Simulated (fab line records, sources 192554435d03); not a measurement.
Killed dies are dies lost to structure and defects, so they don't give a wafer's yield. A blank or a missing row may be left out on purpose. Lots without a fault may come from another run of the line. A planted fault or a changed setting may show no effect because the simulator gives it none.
Split-lot experiment | flow n5_finfet | 7 lots, 39 wafers read, on a route of 1938 steps

THE SPLIT
At N5_BEOL_M0_SAQP_SPACER2_ALD_26 (deposits SiO2, target thk 15 nm, pulse time 1 s, purge time 2 s), the setting target_thk_a was moved away from the recipe's 150 angstrom on 12 of the 39 wafers read, by -53.0% to +39.0%. The other wafers ran this setting at the recipe's value.

FROM THE SPLIT TO THE READING: what the file shows between them, 2 steps
- N5_BEOL_M0_SAQP_SPACER2_ETCHBACK_27: etches SiO2 in CHF3/O2, target depth 22.5 nm, time 11.25 s
- N5_BEOL_M0_SAQP_MANDREL2_REMOVE_110: chemistry HBr/Cl2/O2, target a-Si, stops on SiCN, bt time 10 s

THE READING
cd_nm, in nm, at N5_BEOL_M0_SAQP_CD_MEAS_29 (target cd 14.4 nm). Fault-free wafers of this fab line usually give 14.96 nm, standard deviation 0.26 nm.

wafer  | tool, chamber at the split | target_thk_a as run, angstrom | against the recipe | cd_nm, nm | against lot-mates on the recipe
L074.1 | ald_sin-03, 2,3,1,0,0,3    | 150                           | recipe             | 15.15     | -
L074.2 | ald_sin-03, 2,3,1,0,0,3    | 150                           | recipe             | 14.94     | -
L074.3 | ald_sin-03, 2,3,1,0,0,3    | 150                           | recipe             | 15.14     | -
L074.4 | ald_sin-03, 2,3,1,0,0,3    | 150                           | recipe             | 14.60     | -
L074.5 | ald_sin-03, 2,3,1,0,0,3    | 150                           | recipe             | 15.06     | -
L074.6 | ald_sin-03, 2,3,1,0,0,3    | 150                           | recipe             | 15.30     | -
L076.1 | ald_sin-04, 1,2,3          | 150                           | recipe             | 15.12     | -
L076.2 | ald_sin-04, 1,2,3          | 150                           | recipe             | 14.93     | -
L076.3 | ald_sin-04, 3,0            | 200.4                         | +33.6%             | 20.10     | +5.09
L076.4 | ald_sin-04, 3,0            | 200.4                         | +33.6%             | 20.24     | +5.23
L076.5 | ald_sin-04, 2              | 200.4                         | +33.6%             | 19.89     | +4.88
L076.6 | ald_sin-04, 1,2,3          | 150                           | recipe             | 14.98     | -
L079.1 | ald_sin-04, 2,3,0          | 150                           | recipe             | 15.21     | -
L079.2 | ald_sin-04, 0              | 70.49                         | -53.0%             | 7.06      | -8.01
L079.3 | ald_sin-04, 1,3            | 70.49                         | -53.0%             | 6.56      | -8.51
L079.4 | ald_sin-04, 1,3            | 70.49                         | -53.0%             | 7.07      | -8.00
L079.5 | ald_sin-04, 2,3,0          | 150                           | recipe             | 14.93     | -
L079.6 | ald_sin-04, 2,3,0          | 150                           | recipe             | 15.08     | -
L087.1 | ald_sin-04, 2              | 116.8                         | -22.1%             | 11.73     | -3.14
L087.2 | ald_sin-04, 0              | 116.8                         | -22.1%             | 11.68     | -3.19
L087.3 | ald_sin-04, 3,3,0          | 150                           | recipe             | 14.92     | -
L087.4 | ald_sin-04, 2              | 116.8                         | -22.1%             | 11.58     | -3.29
L087.5 | ald_sin-04, 3,3,0          | 150                           | recipe             | 15.04     | -
L087.6 | ald_sin-04, 3,3,0          | 150                           | recipe             | 14.65     | -
L090.1 | ald_sin-03, 1,0,3          | 150                           | recipe             | 15.14     | -
L090.2 | ald_sin-03, 3,2,2          | 208.5                         | +39.0%             | 20.44     | +5.53
L090.3 | ald_sin-03, 3,2,2          | 208.5                         | +39.0%             | 20.12     | +5.21
L090.4 | ald_sin-03, 1,0,3          | 150                           | recipe             | 15.05     | -
L090.5 | ald_sin-03, 1,0,3          | 150                           | recipe             | 14.54     | -
L090.6 | ald_sin-03, 3,2,2          | 208.5                         | +39.0%             | 20.50     | +5.59
L091.3 | ald_sin-02, 3,2,1          | 150                           | recipe             | 14.95     | -
L091.4 | ald_sin-02, 3,2,1          | 150                           | recipe             | 14.73     | -
L091.5 | ald_sin-02, 3,2,1          | 150                           | recipe             | 14.91     | -
L092.1 | ald_sin-04, 1              | 150                           | recipe             | 15.61     | -
L092.2 | ald_sin-04, 3              | 150                           | recipe             | 14.61     | -
L092.3 | ald_sin-04, 0,2,2          | 150                           | recipe             | 15.04     | -
L092.4 | ald_sin-04, 0,2,2          | 150                           | recipe             | 14.79     | -
L092.5 | ald_sin-04, 1              | 150                           | recipe             | 15.61     | -
L092.6 | ald_sin-04, 0,2,2          | 150                           | recipe             | 14.66     | -
Where a row lists several chambers, the file gives one row for several wafers and doesn't say which wafer went through which chamber.

THE FIT
A straight line over all 39 wafers: cd_nm changes by +0.148 nm for each +1% of target_thk_a; r = +1.00; the points scatter about the line by 0.28 nm.
The same after taking each lot's own level away (the mean of its wafers on the recipe; 39 wafers): +0.149 nm for each +1%; r = +1.00; scatter 0.27 nm.
On that fit, the largest move of target_thk_a shifts the reading by 7.9 nm.
The lots' own levels span 14.863 to 15.073 nm, that is 0.8 times the standard deviation above.
So the lot-to-lot level changes the slope little: the two slopes agree.
Check: with one of the wafers moved furthest among these (-53.0%) left out of the fit, the line predicts -7.92 nm for it against its lot-mates. It came out at -8.01 nm against them.

OTHER SPLITS ON THESE WAFERS
These wafers also went through other splits before the reading. Each is held against what the fit with the lots' levels taken away leaves over:
other split on the same wafers         | wafers away from the commonest value | r with cd_nm (lot level and that fit taken away)
N5_FIN_SAQP_HM_DEP_03 target_thk_a     | 15                                   | -0.22
N5_SD_EPI_P_EPI_21 epi_growth_time_s   | 12                                   | +0.21
N5_MOL_CONTACT_COAG_ALD_133 ald_cycles | 12                                   | -0.11

THE WHOLE CHAIN: every reading that the file lists as answering this split, in the file's order
step                                | what it does                                                            | reading                                                                                     | change (the file's fit)                                                            | r (the file's)
N5_BEOL_M0_SAQP_SPACER2_ALD_26      | deposits SiO2, target thk 15 nm, pulse time 1 s, purge time 2 s         | SiO2_of_BEOL_M0_SAQP_SPACER2_ALD_26.thk_nm (the simulator's own value, which no gauge read) | +0.15 nm for each +1% of the setting                                               | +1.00
N5_BEOL_M0_SAQP_MANDREL2_REMOVE_110 | chemistry HBr/Cl2/O2, target a-Si, stops on SiCN, bt time 10 s          | BEOL_M0_SAQP.cd_nm (the simulator's own value, which no gauge read)                         | +0.15 nm for each +1% of the setting                                               | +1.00
N5_BEOL_M0_SAQP_MANDREL2_REMOVE_110 | chemistry HBr/Cl2/O2, target a-Si, stops on SiCN, bt time 10 s          | SiO2_of_BEOL_M0_SAQP_SPACER2_ALD_26.thk_nm (the simulator's own value, which no gauge read) | +0.145 nm for each +1% of the setting                                              | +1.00
N5_BEOL_M0_SAQP_CD_MEAS_29          | target cd 14.4 nm                                                       | cd_nm                                                                                       | +0.149 nm for each +1% of the setting                                              | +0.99
N5_BEOL_M0_CUTY_ETCH_63             | etches SOC in N2/H2, target depth 82.7 nm, overetch 16.5 nm, time 124 s | SiO2_of_BEOL_M0_SAQP_SPACER2_ALD_26.thk_nm (the simulator's own value, which no gauge read) | +0.132 nm for each +1% of the setting                                              | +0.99
N5_BEOL_M0_ETCH_138                 | etches SiCN in CH3F/O2, target depth 12 nm, time 31.6 s                 | SiO2_of_BEOL_M0_SAQP_SPACER2_ALD_26.thk_nm (the simulator's own value, which no gauge read) | +0.12 nm for each +1% of the setting                                               | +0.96
N5_BEOL_M0_HM_OPEN_105              | chemistry Cl2/BCl3, target TiN, target depth 12 nm                      | SiO2_of_BEOL_M0_SAQP_SPACER2_ALD_26.thk_nm (the simulator's own value, which no gauge read) | not straight: 0.4 at the lowest setting, 2.852 at the recipe, 8.533 at the highest | not given

THE FILE'S OWN FIT
cd_nm changes by +0.149 nm for each +1% of target_thk_a, r = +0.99.
